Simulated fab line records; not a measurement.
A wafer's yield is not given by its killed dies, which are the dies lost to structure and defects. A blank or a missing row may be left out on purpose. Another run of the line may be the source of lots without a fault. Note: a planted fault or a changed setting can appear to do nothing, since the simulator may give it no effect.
The same fault as seen by 3 desks ; flow n5Finfet ; what lay behind the numbers comes last; until then each desk has only its own

## THE DEFECT DESK
Lot by lot, what the route's inspections counted, given as the mean of those sampled wafers with a number. Any lot whose mean is over 4 standard deviations away from the usual mean is out of limits and marked OUT; that distance is given in the brackets.
Columns: A = rawDefectCount at N5_BEOL_M10_INSPECT_13, usual 390
lot;first seen here;A
L872;day 12 06:44;489
L873;day 12 09:07;360
L874;day 12 18:10;323
L876;day 12 21:40;383
L879;day 13 08:44;408
L877;day 13 11:52;414
L885;day 15 08:26;509
This desk's verdict: no lot among the 7 shows anything out of limits.

## THE METROLOGY DESK
What the gauges read for every lot (on any tool): the sampled wafers with a number, averaged. Any lot whose mean is over 4 standard deviations away from the usual mean is out of limits and marked OUT; that distance is given in the brackets.
Columns: A = cdNm at N5_BEOL_M10_CD_MEAS_11, usual 63.7 nm; B = M10_OVL at N5_BEOL_M10_OVL_MEAS_12, usual -0.1 nm
lot;first seen here;A;B
L872;day 12 06:41;63.4;0.7
L873;day 12 09:03;63.7;-0.5
L874;day 12 18:07;64.4;0.1
L876;day 12 21:37;64.6;0.2
L879;day 13 08:38;63.4;-0.1
L877;day 13 11:49;64.0;-0.6
L885;day 15 08:23;63.5;-0.8
This desk's verdict: no lot among the 7 shows anything out of limits.

## DESK OF THE TOOL OWNER: rieMetal-03
The tool's own readings at N5_BEOL_M10_HM_OPEN_17 (chemistry Cl2/BCl3, target TiN, target depth 20 nm, overetch 6 nm): means of the sampled wafers that have a number, for each lot that ran on this tool. Any lot whose mean is over 4 standard deviations away from the usual mean is out of limits and marked OUT; that distance is given in the brackets.
Columns: A = biasW at N5_BEOL_M10_HM_OPEN_17, usual 126.0 W; B = drypumpMotorCurrentA at N5_BEOL_M10_HM_OPEN_17, usual 5.8 A; C = mfcArSccm at N5_BEOL_M10_HM_OPEN_17, usual 25.00 sccm; D = oesProductAu at N5_BEOL_M10_HM_OPEN_17, usual 0.64 a.u.; E = throttleValvePct at N5_BEOL_M10_HM_OPEN_17, usual 22.1 %
lot;first seen here;A;B;C;D;E
L872;day 12 07:04;126.4;6.2;24.98;0.65;22.2
L876;day 12 22:04;125.6;6.2;24.95;0.65;22.2
L879;day 13 09:45;125.8;6.3;24.98;0.61;21.8
L877;day 13 12:46;125.5;6.3;24.88;0.62;22.0
This desk's verdict: no lot among the 4 shows anything out of limits.

## BROUGHT TOGETHER
Nothing out of limits was seen by the defect desk.
At the metrology desk, nothing out of limits was observed.
The desk of the tool owner found nothing out of limits.

## WHAT THE SIMULATOR PUT IN
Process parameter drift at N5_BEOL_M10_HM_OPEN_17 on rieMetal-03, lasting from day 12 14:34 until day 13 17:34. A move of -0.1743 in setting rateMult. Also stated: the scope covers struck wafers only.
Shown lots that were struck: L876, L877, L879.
